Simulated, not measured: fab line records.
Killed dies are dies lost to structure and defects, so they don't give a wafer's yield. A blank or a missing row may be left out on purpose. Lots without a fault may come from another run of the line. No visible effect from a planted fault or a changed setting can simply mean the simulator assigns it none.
Problem report in the 8D (eight disciplines) form, filled by code -- flow nand-harc -- the parts of the form that need people (team, actions taken, sign-off) are left out

## 1. THE ISSUE
At NHARC_END_SORT_01, killed-at-periphery averages 614.3 over 6 wafers from 2 lots, while fault-free wafers read 3.6, standard deviation 2.4. That is +99 or more standard deviations from the usual mean.
First observed at day 29 18:06: wafer L111.1, on prober-02. The record holds 9 wafers of 3 lots with a number at this step. By rule, "out" or "out of limits" means more than 4 standard deviations away from the usual mean. The other wafers with a number count as sound.

## 2. WHAT IT IS, AND WHAT IT ISN'T
question,is,is not
which readings at this step,"killed-at-periphery, defect-limited-yield, killed-dies","killed-at-array, killed-open, killed-short"
which lots,"L111, L112",L123
which wafers of those lots,all that have a number,-
read on which gauges,prober-02,-
when,from day 29 18:06,up to then (0 sound wafers); but 3 sound wafers of L123 came after

## 3. SUSPECTS, AND WHAT RULES EACH OUT
Counting: any tool at a process step up to the reading is kept as a suspect provided that every lot that is out went through it and no sound lot did after the first of them.
- the gauge at NHARC_END_SORT_01: kept. All the wafers that are out were read on prober-02, and no step on other tools shows them out.
- rie-diel-02 at NHARC_P_M0_DESCUM_14 (chemistry O2, time 3 s): ruled out as a lasting fault. Sound lots L123 ran on it after its first lot that is out, L111 (day 10 11:52).
- rie-diel-09 at NHARC_P_M1_ETCH_35 (etches the open film in N2/H2, target depth 40 nm, overetch 12 nm, time 43.94 s): kept. It ran every lot that is out, first L111 (day 10 16:01), and no sound lot after that.
The count leaves prober-02 at NHARC_END_SORT_01 and rie-diel-09 at NHARC_P_M1_ETCH_35.

## 4. THE CAUSE (what the simulator had put in)
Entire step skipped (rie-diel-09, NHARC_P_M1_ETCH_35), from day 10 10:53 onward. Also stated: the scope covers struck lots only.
Counting leaves 2 suspects; this tool is one of them.

## 5. THE EFFECT CHAIN, in route order
One row per reading whose mean, taken over the struck wafers that have a number, lies over 3 standard deviations from the usual. Only readings for which the record gives a usual standard deviation are gone through. hours: the time from each lot's start at the first step in this table that gives one to its start at this step, as a median over the lots. sigmas: the change in usual standard deviations.
hours,step,reading,usual,on struck wafers,change,sigmas
0,NHARC_END_SORT_01,defect-limited-yield,90.6 %,0.0,-90.6,-39
0,NHARC_END_SORT_01,killed-at-periphery,3.6,614.3,+610.7,+99 or more
0,NHARC_END_SORT_01,killed-dies,64,677,+613,+38
Readings that are blank on the struck wafers while sound wafers have them: bias-w at NHARC_P_M1_ETCH_35; chamber-pressure-mTorr at NHARC_P_M1_ETCH_35; drypump-motor-current-A at NHARC_P_M1_ETCH_35; n2-flow-sccm at NHARC_P_M1_ETCH_35; oes-product-au at NHARC_P_M1_ETCH_35; rf-vpp-V at NHARC_P_M1_ETCH_35; showerhead-plenum-p-Torr at NHARC_P_M1_ETCH_35; throttle-valve-pct at NHARC_P_M1_ETCH_35.

## 6. WHAT WOULD HAVE CAUGHT IT SOONER
In this record the first reading out of limits at a measuring or inspecting step was taken at day 29 18:06, 463 hours after the fault began at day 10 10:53.
At NHARC_P_M1_ETCH_35 the tool's readings are blank on the struck wafers, where sound wafers have them: an empty tool record is the first sign, and it was there at once.
By day 29 18:06 the whole set of lots that are out, 2 in number, had already begun NHARC_P_M1_ETCH_35 on rie-diel-09. None of them would have been spared by holding the tool at that moment.
